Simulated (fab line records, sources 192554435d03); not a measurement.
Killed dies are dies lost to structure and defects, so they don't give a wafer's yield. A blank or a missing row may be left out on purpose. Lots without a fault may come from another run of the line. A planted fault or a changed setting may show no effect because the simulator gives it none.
Chamber matching | flow n5_finfet | N5_BEOL_M11_DEP_56 on pecvd-03: 3 sister chambers
The step deposits SiCN from 3MS/NH3, target thk 30 nm, time 10.5 s. 3 wafers are shown with their chamber, then 9 later ones without.

WAFERS WITH THEIR CHAMBER
wafer  | chamber | throttle_valve_pct (%)
L091.1 | 1       | 17.5
L090.3 | 2       | 16.5
L090.6 | 0       | 19.1

WAFERS WITHOUT THEIR CHAMBER
wafer  | throttle_valve_pct (%)
L093.1 | 16.5
L093.2 | 17.7
L093.4 | 19.3
L095.2 | 16.5
L095.4 | 17.5
L095.6 | 19.3
L097.1 | 19.0
L097.2 | 17.6
L097.5 | 19.3

WHICH CHAMBER EACH WENT THROUGH
wafer  | from the rows above | in truth
L093.1 | 2                   | 2
L093.2 | 1                   | 1
L093.4 | 0                   | 0
L095.2 | 2                   | 2
L095.4 | 1                   | 1
L095.6 | 0                   | 0
L097.1 | 0                   | 0
L097.2 | 1                   | 1
L097.5 | 0                   | 0
Placed correctly: 9 of 9. Can't be placed from these rows: 0. Placed wrongly: 0.
How it was worked out, from the rows above alone: a wafer's distance from a chamber is the root of the sum, over the readings, of the square of ((its reading less the chamber's mean) divided by the reading's scatter). The wafer belongs to the nearest chamber; if the next one is less than 2 further off, it can't be placed. A chamber's mean is the mean of its shown wafers. The scatter: with one shown wafer a chamber, the root of the mean of the squares of how far each hidden wafer lies from its nearest shown one.
